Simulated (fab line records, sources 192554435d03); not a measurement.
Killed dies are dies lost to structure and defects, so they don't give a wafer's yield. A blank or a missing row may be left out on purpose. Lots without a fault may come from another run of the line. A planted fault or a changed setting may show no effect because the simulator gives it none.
Split-lot experiment | flow n5_finfet | 7 lots, 21 wafers read, on a route of 1938 steps

THE SPLIT
At N5_ILD0_PRECLEAN_10 (cleans in NF3:NH3, afs cycles 5, time 20 s, sublimation time 60 s), the setting time_s was moved away from the recipe's 20 s on 8 of the 21 wafers read, by -18.9% to +18.7%. The other wafers ran this setting at the recipe's value.

The reading is taken at the split's own step.

THE READING
SiO2_flowable_of_ILD0_FCVD_FILL_01.thk_nm (the simulator's own value, which no gauge read), in nm, at N5_ILD0_PRECLEAN_10 (cleans in NF3:NH3, afs cycles 5, time 20 s, sublimation time 60 s). The file gives no usual value for it. The 13 wafers here that ran the recipe average 119.8 nm, standard deviation 1.2 nm.

wafer  | tool, chamber at the split | time_s as run, s | against the recipe | SiO2_flowable_of_ILD0_FCVD_FILL_01.thk_nm, nm | against lot-mates on the recipe
L080.1 | remote_plasma-01, 0        | 23.74            | +18.7%             | 117.6                                         | -3.6
L080.4 | remote_plasma-01, 0        | 23.74            | +18.7%             | 118.4                                         | -2.8
L080.5 | remote_plasma-01, 0        | 20               | recipe             | 121.2                                         | -
L083.3 | remote_plasma-02, 1        | 17.07            | -14.6%             | 121.2                                         | +3.6
L083.4 | remote_plasma-02, 1        | 20               | recipe             | 117.6                                         | -
L083.6 | remote_plasma-02, 1        | 20               | recipe             | 117.6                                         | -
L087.2 | remote_plasma-01, 0        | 20               | recipe             | 118.6                                         | -
L087.3 | remote_plasma-01, 0        | 20               | recipe             | 120                                           | -
L087.5 | remote_plasma-01, 0        | 20               | recipe             | 120                                           | -
L091.2 | remote_plasma-02, 0        | 20               | recipe             | 120.4                                         | -
L091.5 | remote_plasma-02, 0        | 21.69            | +8.5%              | 119.2                                         | -0.6
L091.6 | remote_plasma-02, 0        | 20               | recipe             | 119.2                                         | -
L095.3 | remote_plasma-01, 1        | 20               | recipe             | 120.6                                         | -
L095.4 | remote_plasma-01, 1        | 18.1             | -9.5%              | 121.2                                         | +0.6
L095.5 | remote_plasma-01, 1        | 18.1             | -9.5%              | 121.8                                         | +1.2
L096.1 | remote_plasma-01, 0        | 16.23            | -18.9%             | 123.4                                         | +2.8
L096.3 | remote_plasma-01, 0        | 20               | recipe             | 120                                           | -
L096.6 | remote_plasma-01, 0        | 20               | recipe             | 121.2                                         | -
L097.4 | remote_plasma-02, 1        | 20               | recipe             | 120.4                                         | -
L097.5 | remote_plasma-02, 1        | 23.03            | +15.1%             | 117.8                                         | -2.8
L097.6 | remote_plasma-02, 1        | 20               | recipe             | 120.8                                         | -

THE FIT
A straight line over all 21 wafers: SiO2_flowable_of_ILD0_FCVD_FILL_01.thk_nm changes by -0.128 nm for each +1% of time_s; r = -0.76; the points scatter about the line by 1 nm.
The same after taking each lot's own level away (the mean of its wafers on the recipe; 21 wafers): -0.165 nm for each +1%; r = -0.94; scatter 0.58 nm.
On that fit, the largest move of time_s shifts the reading by 3.1 nm.
The lots' own levels span 117.60 to 121.20 nm, that is 3.1 times the standard deviation above.
So the lot-to-lot level blurs the effect unless lot-mates are compared.
Check: with one of the wafers moved furthest among these (-18.9%) left out of the fit, the line predicts +3.22 nm for it against its lot-mates. It came out at +2.8 nm against them.

THE FILE'S OWN FIT
SiO2_flowable_of_ILD0_FCVD_FILL_01.thk_nm changes by -0.169 nm for each +1% of time_s, r = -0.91.
